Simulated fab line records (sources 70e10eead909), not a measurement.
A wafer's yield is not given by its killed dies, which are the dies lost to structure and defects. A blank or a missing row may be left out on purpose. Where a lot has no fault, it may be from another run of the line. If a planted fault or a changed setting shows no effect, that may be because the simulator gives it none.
The tool behind it: which one? :: flow nand harc :: Sampling: 12 lots, 36 wafers, 3 of 1302 route steps

## WHAT THE GAUGES SHOWED, per wafer
NHARC_A_DECK1_JOINT_INSPECT_05.
lot: L075
measured: day 13 10:38
on: defect inspect-01
raw defect count: 374 251 314

lot: L076
measured: day 13 10:28
on: defect inspect-02
raw defect count: 291 316 309

lot: L079
measured: day 14 04:32
on: defect inspect-02
raw defect count: 275 286 317

lot: L081
measured: day 15 00:06
on: defect inspect-02
raw defect count: 341 339 237

lot: L083
measured: day 16 03:44
on: defect inspect-02
raw defect count: 247 261 263

lot: L084
measured: day 17 05:23
on: defect inspect-02
raw defect count: 184 204 269

lot: L088
measured: day 18 04:30
on: defect inspect-02
raw defect count: 166 246 158

lot: L087
measured: day 19 01:57
on: defect inspect-01
raw defect count: 247 249 247

lot: L090
measured: day 19 14:22
on: defect inspect-02
raw defect count: 168 271 274

lot: L093
measured: day 21 07:01
on: defect inspect-01
raw defect count: 280 338 461

lot: L095
measured: day 21 12:27
on: defect inspect-01
raw defect count: 168 117 433

lot: L097
measured: day 22 00:21
on: defect inspect-01
raw defect count: 299 380 202

## EACH LOT AND THE TOOL THAT RAN IT (in order: tool; ch and the chambers of the sampled wafers; start)
lot: L075
NHARC_A_CHANNEL_HOLE_D1_ETCH_25: har etch-02 ch 0,1, day 9 16:37
NHARC_A_CHANNEL_FILL_D1_ALD_02: ald hk-04 ch 0,1,3, day 9 19:20

lot: L076
NHARC_A_CHANNEL_HOLE_D1_ETCH_25: har etch-02 ch 0,1, day 9 20:29
NHARC_A_CHANNEL_FILL_D1_ALD_02: ald hk-01 ch 0,1,2, day 9 23:32

lot: L079
NHARC_A_CHANNEL_HOLE_D1_ETCH_25: har etch-01 ch 1, day 10 16:07
NHARC_A_CHANNEL_FILL_D1_ALD_02: ald hk-04 ch 0,1, day 10 19:08

lot: L081
NHARC_A_CHANNEL_HOLE_D1_ETCH_25: har etch-01 ch 0,1, day 11 12:16
NHARC_A_CHANNEL_FILL_D1_ALD_02: ald hk-03 ch 0,1,3, day 11 15:20

lot: L083
NHARC_A_CHANNEL_HOLE_D1_ETCH_25: har etch-02 ch 0,1, day 12 09:12
NHARC_A_CHANNEL_FILL_D1_ALD_02: ald hk-04 ch 0,1,2, day 12 12:20

lot: L084
NHARC_A_CHANNEL_HOLE_D1_ETCH_25: har etch-01 ch 0,1, day 13 10:35
NHARC_A_CHANNEL_FILL_D1_ALD_02: ald hk-03 ch 0,1,3, day 13 13:41

lot: L088
NHARC_A_CHANNEL_HOLE_D1_ETCH_25: har etch-01 ch 0,1, day 14 18:33
NHARC_A_CHANNEL_FILL_D1_ALD_02: ald hk-01 ch 1,2,3, day 14 21:35

lot: L087
NHARC_A_CHANNEL_HOLE_D1_ETCH_25: har etch-02 ch 0,1, day 15 06:38
NHARC_A_CHANNEL_FILL_D1_ALD_02: ald hk-01 ch 0,2,3, day 15 09:39

lot: L090
NHARC_A_CHANNEL_HOLE_D1_ETCH_25: har etch-01 ch 0,1, day 15 17:58
NHARC_A_CHANNEL_FILL_D1_ALD_02: ald hk-03 ch 1,2,3, day 15 20:58

lot: L093
NHARC_A_CHANNEL_HOLE_D1_ETCH_25: har etch-02 ch 0,1, day 17 13:02
NHARC_A_CHANNEL_FILL_D1_ALD_02: ald hk-03 ch 0,1,2, day 17 16:31

lot: L095
NHARC_A_CHANNEL_HOLE_D1_ETCH_25: har etch-01 ch 0,1, day 17 20:32
NHARC_A_CHANNEL_FILL_D1_ALD_02: ald hk-04 ch 0,2,3, day 17 23:58

lot: L097
NHARC_A_CHANNEL_HOLE_D1_ETCH_25: har etch-01 ch 0,1, day 18 06:44
NHARC_A_CHANNEL_FILL_D1_ALD_02: ald hk-03 ch 1,2, day 18 09:35
- NHARC_A_CHANNEL_HOLE_D1_ETCH_25: etches the open film in C4F8/O2/Ar, time 1040.2 s, target depth 1500 nm.
- NHARC_A_CHANNEL_FILL_D1_ALD_02: deposits SiO2, target thk 6 nm, pulse time 10 s, ald cycles 60.

## THE ANSWER, worked out from the rows above alone
Rule: the usual values come from the lots themselves. The widest of any qualifying gaps counts: lots, ordered by their means at a reading, are off when they make up no more than a third of the lots, leave a main group of 4 or more, and stand apart from it by 3 or more times the standard deviation of that group's means. A main group whose means are all the same, to the digits that the tables above print for the reading, isn't used. Also off: a lot with no number at a reading for which 4 or more lots have one. Any other lot the step has rows for is counted as sound.
No lot is off at any reading shown: from this, nothing can be told.

## WHAT THE SIMULATOR HAD PUT IN
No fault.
